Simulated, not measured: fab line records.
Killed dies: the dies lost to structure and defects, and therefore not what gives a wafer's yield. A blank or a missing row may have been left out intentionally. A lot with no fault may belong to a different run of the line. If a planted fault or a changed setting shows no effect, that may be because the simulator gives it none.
Chamber matching + flow n5_finfet + N5_BEOL_M11_CURE_72 on uv_cure-01 has 3 sister chambers
The step cures SiCOH lowk, time 120 s. 6 wafers are shown with their chamber, then 8 later ones without.

WAFERS, EACH WITH ITS CHAMBER
| wafer  | chamber | wafer_temp_C_max | lamp_power_pct (%) |
|--------|---------|------------------|--------------------|
| L076.4 | 1       | 371.0            | 52.27              |
| L076.6 | 1       | 370.8            | 52.25              |
| L079.5 | 2       | 371.3            | 52.33              |
| L087.4 | 0       | 372.0            | 52.37              |
| L087.5 | 0       | 372.5            | 52.24              |
| L091.1 | 2       | 371.6            | 52.22              |

WAFERS WITHOUT THEIR CHAMBER
| wafer  | wafer_temp_C_max | lamp_power_pct (%) |
|--------|------------------|--------------------|
| L091.2 | 371.2            | 52.29              |
| L091.4 | 371.2            | 52.41              |
| L092.2 | 371.2            | 52.24              |
| L092.4 | 371.6            | 52.30              |
| L092.5 | 371.3            | 52.28              |
| L097.4 | 372.5            | 52.29              |
| L097.5 | 373.2            | 52.13              |
| L097.6 | 373.0            | 52.28              |

WHICH CHAMBER EACH ONE RAN IN
| wafer  | from the rows above     | in truth |
|--------|-------------------------|----------|
| L091.2 | can't be placed: 2 or 1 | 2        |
| L091.4 | can't be placed: 2 or 1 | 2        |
| L092.2 | can't be placed: 2 or 1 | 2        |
| L092.4 | can't be placed: 2 or 0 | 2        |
| L092.5 | can't be placed: 2 or 1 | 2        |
| L097.4 | 0                       | 0        |
| L097.5 | 0                       | 0        |
| L097.6 | 0                       | 0        |
Correctly placed: 3 of 8. Not placeable from these rows: 5 (in 5, the candidates include the true chamber). Placed wrongly: 0.
How it was worked out, from the rows above alone: a wafer's distance from a chamber is the root of the sum, over the readings, of the square of ((its reading less the chamber's mean) divided by the reading's scatter). The wafer belongs to the nearest chamber; if the next one is less than 2 further off, it can't be placed. For every chamber, the mean is computed from those of its wafers that are shown. How the scatter is found: for the shown wafers, subtract from each reading the mean of its chamber, square and add these, divide the total by (wafers less chambers), then take the root.
